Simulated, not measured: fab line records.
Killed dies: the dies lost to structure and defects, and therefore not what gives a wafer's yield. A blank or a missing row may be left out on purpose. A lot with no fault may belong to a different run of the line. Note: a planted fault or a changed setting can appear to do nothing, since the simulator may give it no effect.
Chamber matching / flow n5Finfet / uvCure-03 running N5_BEOL_M10_CURE_71: 3 sister chambers
The step cures SiCOH lowk, time 240 s. 6 wafers are shown with their chamber, then 9 later ones without.

== WAFERS WITH THEIR CHAMBER ==
wafer=L078.3; chamber=0; wafer_temp_C_max=387.4; lampPowerPct (%)=52.26
wafer=L078.6; chamber=0; wafer_temp_C_max=387.4; lampPowerPct (%)=52.35
wafer=L081.5; chamber=1; wafer_temp_C_max=386.2; lampPowerPct (%)=52.33
wafer=L081.6; chamber=1; wafer_temp_C_max=385.8; lampPowerPct (%)=52.32
wafer=L084.5; chamber=2; wafer_temp_C_max=386.4; lampPowerPct (%)=52.23
wafer=L084.6; chamber=2; wafer_temp_C_max=386.5; lampPowerPct (%)=52.34

== WAFERS WITH NO CHAMBER GIVEN ==
wafer=L090.1; wafer_temp_C_max=386.4; lampPowerPct (%)=52.24
wafer=L090.2; wafer_temp_C_max=386.7; lampPowerPct (%)=52.30
wafer=L090.5; wafer_temp_C_max=386.9; lampPowerPct (%)=52.33
wafer=L092.1; wafer_temp_C_max=387.6; lampPowerPct (%)=52.27
wafer=L092.2; wafer_temp_C_max=387.4; lampPowerPct (%)=52.23
wafer=L092.6; wafer_temp_C_max=387.5; lampPowerPct (%)=52.35
wafer=L093.3; wafer_temp_C_max=386.9; lampPowerPct (%)=52.34
wafer=L093.5; wafer_temp_C_max=386.9; lampPowerPct (%)=52.32
wafer=L093.6; wafer_temp_C_max=387.4; lampPowerPct (%)=52.34

== CHAMBER TAKEN BY EACH ==
wafer=L090.1; from the rows above=can't be placed: 2 or 1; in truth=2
wafer=L090.2; from the rows above=2; in truth=2
wafer=L090.5; from the rows above=can't be placed: 2 or 0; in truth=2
wafer=L092.1; from the rows above=0; in truth=0
wafer=L092.2; from the rows above=0; in truth=0
wafer=L092.6; from the rows above=0; in truth=0
wafer=L093.3; from the rows above=can't be placed: 2 or 0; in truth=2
wafer=L093.5; from the rows above=can't be placed: 2 or 0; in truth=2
wafer=L093.6; from the rows above=0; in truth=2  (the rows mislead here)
Placed correctly: 4 of 9. Unplaceable from these rows: 4, with the true chamber sitting among the candidates in 4. Wrongly placed: 1.
How it was worked out, from the rows above alone: a wafer's distance from a chamber is the root of the sum, over the readings, of the square of ((its reading less the chamber's mean) divided by the reading's scatter). If the next closest chamber is less than 2 further off than the closest, the wafer can't be placed; otherwise it belongs to the closest. Each chamber's mean is taken over the wafers shown for it. The scatter is the square root of a quotient: the sum, over the shown wafers, of each reading's squared deviation from its chamber's mean, divided by wafers minus chambers.
